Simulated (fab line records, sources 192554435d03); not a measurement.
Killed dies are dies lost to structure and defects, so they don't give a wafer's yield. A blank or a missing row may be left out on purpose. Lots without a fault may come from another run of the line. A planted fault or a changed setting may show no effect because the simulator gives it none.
Chamber matching | flow n5_finfet | N5_BEOL_M10_CMP_52 on cmp-04: 4 sister chambers
The step polishes, stops on SiCOH lowk, t overpolish 7 s, target thk 140 nm. 4 wafers are shown with their chamber, then 10 later ones without.

WAFERS WITH THEIR CHAMBER
wafer  | chamber | motor_current_A (A)
L080.5 | 0       | 5.6
L085.6 | 3       | 5.4
L086.3 | 1       | 5.7
L086.4 | 2       | 6.2

WAFERS WITHOUT THEIR CHAMBER
wafer  | motor_current_A (A)
L086.6 | 5.1
L094.2 | 5.5
L094.3 | 5.9
L094.6 | 6.3
L096.1 | 6.4
L096.4 | 5.6
L096.5 | 6.7
L097.2 | 5.9
L097.4 | 5.7
L097.5 | 6.0

WHICH CHAMBER EACH WENT THROUGH
wafer  | from the rows above               | in truth
L086.6 | can't be placed: 3 or 0 or 1      | 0
L094.2 | can't be placed: 0 or 3 or 1      | 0
L094.3 | can't be placed: 1 or 2 or 0 or 3 | 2
L094.6 | 2                                 | 2
L096.1 | 2                                 | 2
L096.4 | can't be placed: 0 or 1 or 3      | 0
L096.5 | 2                                 | 2
L097.2 | can't be placed: 1 or 2 or 0 or 3 | 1
L097.4 | can't be placed: 1 or 0 or 3      | 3
L097.5 | can't be placed: 2 or 1 or 0 or 3 | 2
Placed correctly: 3 of 10. Can't be placed from these rows: 7 (the true chamber is among the candidates in 7). Placed wrongly: 0.
How it was worked out, from the rows above alone: a wafer's distance from a chamber is the root of the sum, over the readings, of the square of ((its reading less the chamber's mean) divided by the reading's scatter). The wafer belongs to the nearest chamber; if the next one is less than 2 further off, it can't be placed. A chamber's mean is the mean of its shown wafers. The scatter: with one shown wafer a chamber, the root of the mean of the squares of how far each hidden wafer lies from its nearest shown one.
